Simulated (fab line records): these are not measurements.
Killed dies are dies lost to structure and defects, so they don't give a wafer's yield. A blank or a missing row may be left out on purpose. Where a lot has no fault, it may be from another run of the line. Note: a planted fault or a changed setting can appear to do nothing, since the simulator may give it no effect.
One fault seen from 2 desks + flow n5 finfet + what lay behind the numbers comes last; until then each desk has only its own

## FROM THE METROLOGY DESK
What the gauges read, lot by lot, whatever tool the lot ran on: means of the sampled wafers that have a number. Marked OUT: a lot whose mean sits more than 4 standard deviations from the usual mean, which makes it out of limits; the brackets give that distance. Readings shown: 7 out of 15 (the first out of limits, and those lying furthest out on some lot).
Columns: A = IOFF_N_LONG at N5_BEOL_M4_RC_MEAS_101, usual 5.45e-05 nA/um; B = IOFF_P at N5_BEOL_M4_RC_MEAS_101, usual 0.21 nA/um; C = ION_N at N5_BEOL_M4_RC_MEAS_101, usual 675 uA/um; D = VT_N at N5_BEOL_M4_RC_MEAS_101, usual 250.4 mV; E = VT_N_LONG at N5_BEOL_M4_RC_MEAS_101, usual 275.5 mV; F = VT_N_LVT at N5_BEOL_M4_RC_MEAS_101, usual 99.1 mV; G = VT_P at N5_BEOL_M4_RC_MEAS_101, usual -250 mV
| lot  | first seen here | A                   | B    | C   | D     | E                | F     | G    |
|------|-----------------|---------------------|------|-----|-------|------------------|-------|------|
| L434 | day 8 02:20     | 5.23e-05            | 0.17 | 663 | 253.5 | 275.3            | 104.2 | -254 |
| L437 | day 9 00:47     | 5.50e-05            | 0.19 | 667 | 251.8 | 276.4            | 98.5  | -250 |
| L439 | day 9 19:01     | 5.59e-05            | 0.21 | 674 | 253.0 | 274.5            | 101.4 | -248 |
| L440 | day 9 20:32     | 5.28e-05            | 0.18 | 666 | 250.9 | 276.1            | 97.7  | -257 |
| L443 | day 10 11:46    | 5.94e-05            | 0.21 | 689 | 247.7 | 271.7            | 95.2  | -249 |
| L446 | day 11 15:15    | 5.89e-05            | 0.29 | 690 | 245.0 | 272.6            | 96.0  | -242 |
| L448 | day 12 12:49    | 5.42e-05            | 0.18 | 677 | 250.4 | 275.2            | 100.2 | -253 |
| L451 | day 12 12:52    | 4.66e-05            | 0.23 | 652 | 258.0 | 285.0 (+5.6) OUT | 106.0 | -249 |
| L449 | day 12 15:55    | 4.57e-05 (-4.2) OUT | 0.23 | 653 | 258.2 | 284.5 (+5.3) OUT | 107.8 | -250 |
This desk finds L449, L451 out of limits, with the earliest case on L451 at day 12 12:52 (VT_N_LONG at N5_BEOL_M4_RC_MEAS_101). Within limits: L434, L437, L439, L440, L443, L446, L448.

## TOOL OWNER'S DESK, ald metal-01
The tool's own readings at N5_HKMG_FIN_NWFM_ALD_20 (deposits TiAlC, target thk 2 nm, pulse time 3 s, purge time 2 s): means of the sampled wafers that have a number, for each lot that ran on this tool. Marked OUT: a lot whose mean sits more than 4 standard deviations from the usual mean, which makes it out of limits; the brackets give that distance.
Columns: A = heater power w at N5_HKMG_FIN_NWFM_ALD_20, usual 495 W; B = precursor pulse height rel at N5_HKMG_FIN_NWFM_ALD_20, usual 0.998; C = susceptor temp C at N5_HKMG_FIN_NWFM_ALD_20, usual 300.01 C
| lot  | first seen here | A   | B     | C                |
|------|-----------------|-----|-------|------------------|
| L440 | day 6 06:07     | 504 | 1.019 | 299.95           |
| L443 | day 6 21:28     | 485 | 1.000 | 299.86           |
| L446 | day 7 15:54     | 483 | 1.008 | 299.88           |
| L449 | day 8 12:20     | 498 | 1.013 | 295.63 (-23) OUT |
| L451 | day 9 00:16     | 472 | 1.005 | 295.86 (-22) OUT |
Finding of this desk: L449, L451 out of limits; the first was L449 at day 8 12:20, on susceptor temp C at N5_HKMG_FIN_NWFM_ALD_20. Within limits: L440, L443, L446.

## BROUGHT TOGETHER
At day 8 12:20, on L449, L451, the tool owner's desk was in a position to raise an alarm.
Metrology desk: alarm possible at day 12 12:52 on L449, L451.
N5_HKMG_FIN_NWFM_ALD_20 was run on ald metal-01 by each of the lots named.

## WHAT THE SIMULATOR HAD PUT IN
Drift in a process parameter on ald metal-01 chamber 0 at N5_HKMG_FIN_NWFM_ALD_20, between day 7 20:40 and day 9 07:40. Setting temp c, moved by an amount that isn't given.
Lots struck among those shown: L449, L451.
Counting hours from when the fault started, the first reading out of limits came at 16 for the tool owner's desk and at 112 for the metrology desk.
